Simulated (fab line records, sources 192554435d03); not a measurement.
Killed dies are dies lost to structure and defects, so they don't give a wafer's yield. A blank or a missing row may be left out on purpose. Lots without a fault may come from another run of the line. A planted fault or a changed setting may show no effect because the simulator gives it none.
Which tool did it? | flow n5_finfet | 7 lots, 19 wafers sampled, at 8 steps of a route of 1938

WHAT THE GAUGES READ, wafer by wafer
N5_BEOL_M8_OCD_MEAS_38.
lot  | measured     | on     | trench_depth_nm (nm)
L661 | day 11 05:02 | ocd-02 | 94.4 93.8 91.3
L663 | day 11 05:01 | ocd-01 | 93.1 92.9 94.3
L662 | day 11 04:36 | ocd-02 | 93.5 91.9 95.4
L668 | day 13 04:34 | ocd-01 | 81.6 96.0 81.4
L672 | day 13 11:47 | ocd-02 | 95.9 92.9 93.8
L673 | day 14 00:19 | ocd-01 | 94.1 91.6
L676 | day 14 06:53 | ocd-02 | 95.3 93.8

N5_BEOL_M8_THK_MEAS_53: measures by xrf.
lot  | measured     | on            | M8_THK (nm)
L661 | day 11 09:19 | film_metro-01 | 80.6 80.5 78.1
L663 | day 11 09:03 | film_metro-01 | 80.3 80.0 81.8
L662 | day 11 08:03 | film_metro-01 | 81.0 79.0 82.8
L668 | day 13 07:19 | film_metro-01 | 70.2 82.6 69.3
L672 | day 13 14:50 | film_metro-01 | 84.8 82.0 82.4
L673 | day 14 02:59 | film_metro-02 | 79.4 77.1
L676 | day 14 09:23 | film_metro-01 | 81.4 78.4

N5_BEOL_M8_RS_MEAS_57: measures by four-point-probe.
lot  | measured     | on            | M8_RS (ohm/sq)
L661 | day 11 09:27 | film_metro-01 | 0.283 0.284 0.295
L663 | day 11 09:11 | film_metro-01 | 0.288 0.288 0.280
L662 | day 11 08:11 | film_metro-02 | 0.285 0.293 0.278
L668 | day 13 07:26 | film_metro-01 | 0.336 0.277 0.339
L672 | day 13 14:58 | film_metro-01 | 0.272 0.283 0.280
L673 | day 14 03:07 | film_metro-01 | 0.286 0.297
L676 | day 14 09:31 | film_metro-01 | 0.283 0.296

N5_BEOL_M15_RC_MEAS_101.
lot  | measured     | on        | COMB_M10 (S/m)             | COMB_M10_max_site (S/m) | COMB_M11 (S/m)             | COMB_M12 (S/m)          | COMB_M13 (S/m)          | COMB_M14 (S/m)          | COMB_M15 (S/m)          | COMB_M15_max_site (S/m) | COMB_M5 (S/m)           | COMB_M6 (S/m)           | COMB_M7 (S/m)           | COMB_M9 (S/m)              | SERP_M10 (ohm/um) | SERP_M10_max_site (ohm/um) | SERP_M11 (ohm/um) | SERP_M12 (ohm/um) | SERP_M13 (ohm/um) | SERP_M14 (ohm/um)    | SERP_M5 (ohm/um) | SERP_M6 (ohm/um) | SERP_M7 (ohm/um) | SERP_M8 (ohm/um) | SERP_M8_max_site (ohm/um) | SERP_M9 (ohm/um)
L661 | day 13 13:18 | prober-02 | 2.04e-11 1.93e-11 1.13e-11 | 2.7e-11 3.1e-11 1.8e-11 | 1.13e-11 1.02e-11 1.27e-11 | 5.7e-12 3.9e-12 4.6e-12 | 5.6e-12 3.2e-12 3.2e-12 | 2e-12 2.5e-12 1.9e-12   | 1.6e-12 1.6e-12 5e-13   | 2.3e-12 3e-12 8e-13     | 4.7e-11 3.9e-11 4.8e-11 | 2.5e-11 3.5e-11 2.1e-11 | 2.4e-11 2.2e-11 2.1e-11 | 1.29e-11 1.37e-11 1.49e-11 | 3.09 3.05 3.11    | 3.19 3.16 3.14             | 3.15 3.13 3.10    | 0.633 0.625 0.640 | 0.327 0.302 0.325 | 0.1547 0.1541 0.1550 | 38.8 38.7 36.7   | 14.3 12.9 13.8   | 13.5 13.5 12.6   | 13.5 13.0 13.8   | 14.8 13.4 14.3            | 2.94 2.92 2.94
L663 | day 14 02:42 | prober-01 | 1.5e-11 1.54e-11 1.75e-11  | 2.1e-11 3.4e-11 2.8e-11 | 1.49e-11 1.69e-11 1.66e-11 | 7.4e-12 6.4e-12 6.7e-12 | 6.5e-12 4.6e-12 5e-12   | 2.7e-12 3e-12 3.8e-12   | 1.7e-12 1.5e-12 2e-12   | 3.6e-12 1.7e-12 3.3e-12 | 3.4e-11 4e-11 4.1e-11   | 2.8e-11 1.6e-11 2e-11   | 2.3e-11 3e-11 2.8e-11   | 1.41e-11 1.16e-11 1.34e-11 | 3.08 3.00 3.01    | 3.14 3.11 3.09             | 2.97 3.07 3.01    | 0.619 0.639 0.643 | 0.301 0.308 0.312 | 0.1561 0.1635 0.1633 | 37.4 37.1 40.1   | 13.5 13.3 12.7   | 13.8 12.9 14.1   | 14.6 14.0 13.9   | 15.7 14.3 14.2            | 3.03 2.95 2.94
L662 | day 13 15:48 | prober-01 | 1.06e-11 1.19e-11 1.31e-11 | 1.6e-11 1.7e-11 2.1e-11 | 1.51e-11 1.01e-11 1.34e-11 | 5.6e-12 5e-12 3.7e-12   | 5e-12 5e-12 5.4e-12     | 4.6e-12 3.1e-12 3.7e-12 | 2.2e-12 2.5e-12 2.8e-12 | 3.4e-12 3.5e-12 4.7e-12 | 3.6e-11 3.2e-11 2.9e-11 | 1.7e-11 1.9e-11 1.9e-11 | 2.5e-11 2.9e-11 2.8e-11 | 1.38e-11 1.27e-11 1.24e-11 | 3.06 2.98 3.04    | 3.11 3.11 3.11             | 3.20 3.02 3.03    | 0.621 0.641 0.622 | 0.298 0.314 0.303 | 0.1581 0.1581 0.1609 | 38.7 39.6 39.5   | 13.6 12.9 13.6   | 14.1 13.1 13.4   | 13.5 13.8 13.1   | 14.1 14.1 13.4            | 3.07 2.96 3.08
L668 | day 15 11:51 | prober-02 | 1.5e-11 1.43e-11 8.6e-12   | 2.2e-11 2.1e-11 1.6e-11 | 1.31e-11 1.51e-11 1.34e-11 | 6.2e-12 5.6e-12 5e-12   | 4e-12 3.4e-12 3e-12     | 3.4e-12 5.3e-12 2.4e-12 | 2.3e-12 1.2e-12 1.2e-12 | 3.2e-12 2.5e-12 1.9e-12 | 3.4e-11 3.6e-11 4.1e-11 | 2.2e-11 2.7e-11 2.2e-11 | 3.4e-11 2.7e-11 2e-11   | 1.97e-11 1.45e-11 1.59e-11 | 3.07 3.11 3.14    | 3.22 3.17 3.24             | 2.95 3.04 3.11    | 0.626 0.631 0.635 | 0.308 0.301 0.307 | 0.1543 0.1549 0.1557 | 38.6 38.4 36.7   | 13.7 14.1 13.8   | 14.6 13.6 13.7   | 16.4 13.9 16.0   | 16.9 14.5 16.6            | 3.17 3.04 2.95
L672 | day 15 14:47 | prober-01 | 1.76e-11 1.16e-11 1.85e-11 | 2.6e-11 1.9e-11 2.2e-11 | 9.6e-12 1.08e-11 1.48e-11  | 6e-12 5e-12 5.8e-12     | 4.1e-12 3.3e-12 5.4e-12 | 2.7e-12 3.2e-12 3.4e-12 | 2.4e-12 2.8e-12 2e-12   | 2.6e-12 3.8e-12 3e-12   | 3.6e-11 3.1e-11 3e-11   | 2.6e-11 2e-11 2.4e-11   | 3.2e-11 2.5e-11 3.8e-11 | 1.63e-11 1.81e-11 1.89e-11 | 2.90 2.98 2.88    | 2.99 3.05 3.13             | 3.00 2.93 3.09    | 0.642 0.636 0.627 | 0.303 0.311 0.301 | 0.1627 0.1580 0.1632 | 40.7 38.8 39.5   | 13.2 14.1 13.0   | 13.9 14.6 14.0   | 13.0 13.5 13.3   | 13.3 14.5 13.7            | 3.11 2.94 3.01
L673 | day 16 09:22 | prober-02 | 1.67e-11 1.24e-11          | 2.9e-11 1.7e-11         | 1.25e-11 1.13e-11          | 6.1e-12 5.2e-12         | 2.9e-12 2.2e-12         | 1e-12 2.7e-12           | 2.2e-12 1.6e-12         | 3.7e-12 2.2e-12         | 4.8e-11 4.9e-11         | 2.6e-11 2e-11           | 2.9e-11 2.8e-11         | 1.22e-11 1.91e-11          | 3.12 3.06         | 3.20 3.25                  | 2.90 2.86         | 0.633 0.606       | 0.321 0.303       | 0.1580 0.1629        | 37.1 40.6        | 12.8 13.0        | 13.3 12.8        | 13.9 13.9        | 14.4 14.5                 | 3.12 3.07
L676 | day 16 12:23 | prober-01 | 1.36e-11 1.02e-11          | 1.8e-11 1.5e-11         | 1.01e-11 1.5e-11           | 7.3e-12 6.7e-12         | 4.8e-12 5.7e-12         | 3.8e-12 2.9e-12         | 2e-12 2.4e-12           | 3.1e-12 2.8e-12         | 4.1e-11 3.7e-11         | 2.4e-11 2.7e-11         | 2.3e-11 2.1e-11         | 1.64e-11 1.49e-11          | 3.11 3.04         | 3.16 3.14                  | 2.98 2.95         | 0.645 0.637       | 0.313 0.310       | 0.1572 0.1579        | 40.8 39.6        | 14.1 14.2        | 13.4 13.2        | 12.9 13.9        | 13.7 15.0                 | 3.02 3.01

WHICH TOOL RAN EACH LOT (tool, then ch and the chambers of the sampled wafers, then the start)
lot  | N5_BEOL_M8_HM_OPEN_17             | N5_BEOL_M8_DESCUM_33               | N5_BEOL_M8_STRIP_36                | N5_BEOL_M8_TRENCH_ETCH_37
L661 | rie_metal-01 ch 0,1, day 11 02:20 | rie_diel-06 ch 0,2, day 11 04:37   | rie_diel-06 ch 0,2, day 11 04:50   | rie_diel-06 ch 0,2, day 11 04:53
L663 | rie_metal-03 ch 0,1, day 11 02:37 | rie_diel-01 ch 0,2,3, day 11 04:35 | rie_diel-01 ch 0,2,3, day 11 04:49 | rie_diel-01 ch 0,2,3, day 11 04:52
L662 | rie_metal-03 ch 0,1, day 11 02:55 | rie_diel-06 ch 0,1,3, day 11 04:10 | rie_diel-06 ch 0,1,3, day 11 04:24 | rie_diel-06 ch 0,1,3, day 11 04:26
L668 | rie_metal-03 ch 1, day 13 01:59   | rie_diel-06 ch 0,3, day 13 04:08   | rie_diel-06 ch 0,3, day 13 04:22   | rie_diel-06 ch 0,3, day 13 04:24
L672 | rie_metal-01 ch 0,1, day 13 10:19 | rie_diel-01 ch 0,1,2, day 13 11:21 | rie_diel-01 ch 0,1,2, day 13 11:35 | rie_diel-01 ch 0,1,2, day 13 11:37
L673 | rie_metal-02 ch 0,1, day 13 22:37 | rie_diel-01 ch 0,3, day 13 23:53   | rie_diel-01 ch 0,3, day 14 00:07   | rie_diel-01 ch 0,3, day 14 00:09
L676 | rie_metal-02 ch 0, day 14 05:25   | rie_diel-05 ch 1,2, day 14 06:27   | rie_diel-05 ch 1,2, day 14 06:41   | rie_diel-05 ch 1,2, day 14 06:43
- N5_BEOL_M8_HM_OPEN_17: chemistry Cl2/BCl3, target TiN, target depth 20 nm, overetch 6 nm.
- N5_BEOL_M8_DESCUM_33: chemistry O2, time 7 s.
- N5_BEOL_M8_STRIP_36: strips in N2/H2.
- N5_BEOL_M8_TRENCH_ETCH_37: etches SiCOH lowk in C4F6/O2, target depth 93.478 nm, time 31.2 s.

WHAT THE TOOLS THEMSELVES READ (means of the sampled wafers that have a number; where no wafer has one, the mark that the record gives instead)
N5_BEOL_M8_HM_OPEN_17.
lot  | tool         | drypump_motor_current_A (A) | oes_product_au (a.u.) | throttle_valve_pct (%)
L661 | rie_metal-01 | 5.8                         | 0.79                  | 21.7
L663 | rie_metal-03 | 6.3                         | 0.73                  | 22.0
L662 | rie_metal-03 | 6.4                         | 0.72                  | 22.1
L668 | rie_metal-03 | 6.4                         | 0.70                  | 22.0
L672 | rie_metal-01 | 5.8                         | 0.77                  | 21.7
L673 | rie_metal-02 | 5.8                         | 0.62                  | 22.3
L676 | rie_metal-02 | 5.6                         | 0.59                  | 22.1

N5_BEOL_M8_DESCUM_33.
lot  | tool        | drypump_motor_current_A (A) | o2_flow_sccm (sccm) | oes_product_au (a.u.) | rf_vpp_V (V) | showerhead_plenum_p_Torr (Torr) | throttle_valve_pct (%)
L661 | rie_diel-06 | 5.3                         | 224.9               | 0.76                  | 244.0        | 2.12                            | 20.55
L663 | rie_diel-01 | 5.3                         | 224.9               | 0.79                  | 243.1        | 2.15                            | 20.53
L662 | rie_diel-06 | 5.5                         | 225.6               | 0.78                  | 243.0        | 2.07                            | 20.52
L668 | rie_diel-06 | 5.3                         | 225.1               | 0.78                  | 243.5        | 2.10                            | 20.62
L672 | rie_diel-01 | 5.5                         | 225.4               | 0.81                  | 244.0        | 2.12                            | 20.49
L673 | rie_diel-01 | 5.5                         | 224.4               | 0.86                  | 244.0        | 2.14                            | 20.46
L676 | rie_diel-05 | 5.8                         | 225.1               | 0.82                  | 241.4        | 2.02                            | 20.60

N5_BEOL_M8_STRIP_36.
lot  | tool        | drypump_motor_current_A (A) | oes_product_au (a.u.) | rf_vpp_V (V) | showerhead_plenum_p_Torr (Torr) | throttle_valve_pct (%)
L661 | rie_diel-06 | 5.3                         | 0.75                  | 60.4         | 2.59                            | 23.93
L663 | rie_diel-01 | 5.3                         | 0.78                  | 59.9         | 2.58                            | 23.59
L662 | rie_diel-06 | 5.5                         | 0.78                  | 59.4         | 2.51                            | 23.87
L668 | rie_diel-06 | 5.2                         | 0.77                  | 59.2         | 2.55                            | 23.93
L672 | rie_diel-01 | 5.5                         | 0.82                  | 58.0         | 2.55                            | 23.54
L673 | rie_diel-01 | 5.5                         | 0.86                  | 59.5         | 2.56                            | 23.52
L676 | rie_diel-05 | 5.8                         | 0.82                  | 58.4         | 2.45                            | 23.77

N5_BEOL_M8_TRENCH_ETCH_37.
lot  | tool        | drypump_motor_current_A (A) | oes_product_au (a.u.) | rf_vpp_V (V) | showerhead_plenum_p_Torr (Torr) | throttle_valve_pct (%)
L661 | rie_diel-06 | 5.3                         | 0.76                  | 667          | 2.87                            | 20.93
L663 | rie_diel-01 | 5.3                         | 0.79                  | 669          | 2.89                            | 20.86
L662 | rie_diel-06 | 5.5                         | 0.78                  | 665          | 2.81                            | 21.01
L668 | rie_diel-06 | 5.3                         | 0.74                  | 668          | 2.85                            | 21.03
L672 | rie_diel-01 | 5.5                         | 0.82                  | 663          | 2.87                            | 20.85
L673 | rie_diel-01 | 5.5                         | 0.88                  | 660          | 2.88                            | 20.80
L676 | rie_diel-05 | 5.8                         | 0.82                  | 679          | 2.74                            | 20.98

THE ANSWER, worked out from the rows above alone
Rule: what is usual is taken from the lots themselves. Put in order of their means at a reading, lots are off if they are a third of the lots or fewer, leave a main group of 4 or more, and stand apart from it by a gap of 3 or more times the standard deviation of the main group's means; of several such gaps the widest counts. A main group whose means are all the same, to the digits that the tables above print for the reading, isn't used. A lot without any number at a reading at which 4 lots or more have one is off too. The other lots that the step has rows for count as sound. The gauges are gone through in route order, then the tools' own readings, and for those a lot's mean is taken as printed above. The first step at which some lot is off is used, and at that step the reading that is off furthest; a lot without a number counts as furthest.
Off: L668, at N5_BEOL_M8_OCD_MEAS_38 (trench_depth_nm). The main group: mean 93.6 nm, standard deviation 0.58.
A tool fits if, at a process step before that reading, it ran every lot that is off, and no sound lot after the first of them. The gauges at N5_BEOL_M8_OCD_MEAS_38 aren't tried: what is off there is off at N5_BEOL_M8_RS_MEAS_57 too, on other tools, and a gauge's error can't cause that. Can't be told from this: 2 tools fit, rie_metal-03 at N5_BEOL_M8_HM_OPEN_17, rie_diel-06 at N5_BEOL_M8_DESCUM_33 and N5_BEOL_M8_STRIP_36 and N5_BEOL_M8_TRENCH_ETCH_37.

WHAT THE SIMULATOR HAD PUT IN
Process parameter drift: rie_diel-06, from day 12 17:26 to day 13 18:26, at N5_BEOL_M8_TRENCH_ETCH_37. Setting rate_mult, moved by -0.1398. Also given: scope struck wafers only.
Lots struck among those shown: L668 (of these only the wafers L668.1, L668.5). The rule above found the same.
